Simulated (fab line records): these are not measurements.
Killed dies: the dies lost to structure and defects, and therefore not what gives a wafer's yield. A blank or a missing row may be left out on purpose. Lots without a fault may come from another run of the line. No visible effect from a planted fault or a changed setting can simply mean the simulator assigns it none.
Problem report in the 8D (eight disciplines) form, filled by code :: flow nandHarc :: the parts of the form that need people (team, actions taken, sign-off) are left out

## 1. THE PROBLEM
At NHARC_A_ONON_D1_THK_MEAS_18, thkNm averages 604 nm over 3 wafers from 2 lots, while fault-free wafers read 1001 nm, standard deviation 10. Relative to the usual mean, that is a shift of -40 standard deviations.
The step: measures by ellipsometry.
Earliest sighting: wafer L473.4 on filmMetro-01 at day 15 01:25. At this step, 42 wafers from 14 lots have a number in the record. By rule, "out" or "out of limits" means more than 4 standard deviations away from the usual mean. Any other wafer with a number is counted as sound.

## 2. WHAT IT IS AND WHAT IT IS NOT
question: which readings at this step
is: thkNm
is not: -

question: which lots
is: L473, L476
is not: L456, L457, L458, L459, L461, L462, L464, L465, L466, L467, L468, L474

question: which wafers of those lots
is: L473.4, L476.3, L476.4
is not: L473.2, L473.5, L476.2

question: read on which gauges
is: filmMetro-01, filmMetro-02
is not: -

question: when
is: from day 15 01:25
is not: up to then (35 sound wafers); but 4 sound wafers of L474, L476 came after

## 3. WHAT RULES OUT EACH SUSPECT
Counting: any tool at a process step up to the reading remains a suspect provided it ran every lot that is out. Sound lots after the first of them don't rule it out here, since some wafers of a struck lot are sound.
- ruled out: the gauge at NHARC_A_ONON_D1_THK_MEAS_18. The wafers that are out were read on 2 gauges (filmMetro-01, filmMetro-02).
- pecvdOnon-01 at NHARC_A_ONON_D1_DEP_16 (target thk 1000 nm): kept. It ran every lot that is out, first L473 (day 15 00:58); its last sound lot up to then is L468 (day 12 19:25).
Left after counting: pecvdOnon-01 at NHARC_A_ONON_D1_DEP_16.

## 4. THE CAUSE (what the simulator had put in)
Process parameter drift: pecvdOnon-01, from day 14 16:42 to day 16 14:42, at NHARC_A_ONON_D1_DEP_16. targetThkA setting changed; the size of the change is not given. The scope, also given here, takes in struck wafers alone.
After counting, this tool was the only one left.

## 5. THE CHAIN OF EFFECTS, in route order
Rows list readings where the struck wafers' mean (over those with a number) sits beyond 3 standard deviations from the usual. Readings are gone through only where the record gives a usual standard deviation; hours: the median, over the lots, of the time from a lot's start at the first step in this table giving one to that lot's start at this step; sigmas: the change measured in usual standard deviations.
hours: 0
step: NHARC_A_ONON_D1_THK_MEAS_18
reading: thkNm
usual: 1001 nm
on struck wafers: 604
change: -397
sigmas: -40
At these later measuring or inspecting steps, every struck wafer for which the step has a row has a number for every such reading, and none has moved that far: NHARC_A_ONON_D1_INSPECT_32.

## 6. WHAT WOULD HAVE CAUGHT IT SOONER
Counted from the fault's start at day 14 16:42, it took 9 hours until the first out-of-limits reading at a measuring or inspecting step in this record, taken at day 15 01:25.
Of the tool readings at NHARC_A_ONON_D1_DEP_16 for which the record gives a usual standard deviation, none was out on any struck wafer, so an alarm limit of 4 standard deviations on them would not have fired.
Lots out: 2; of these, L476 started NHARC_A_ONON_D1_DEP_16 on pecvdOnon-01 after day 15 01:25. Holding the tool at that time would have saved it.
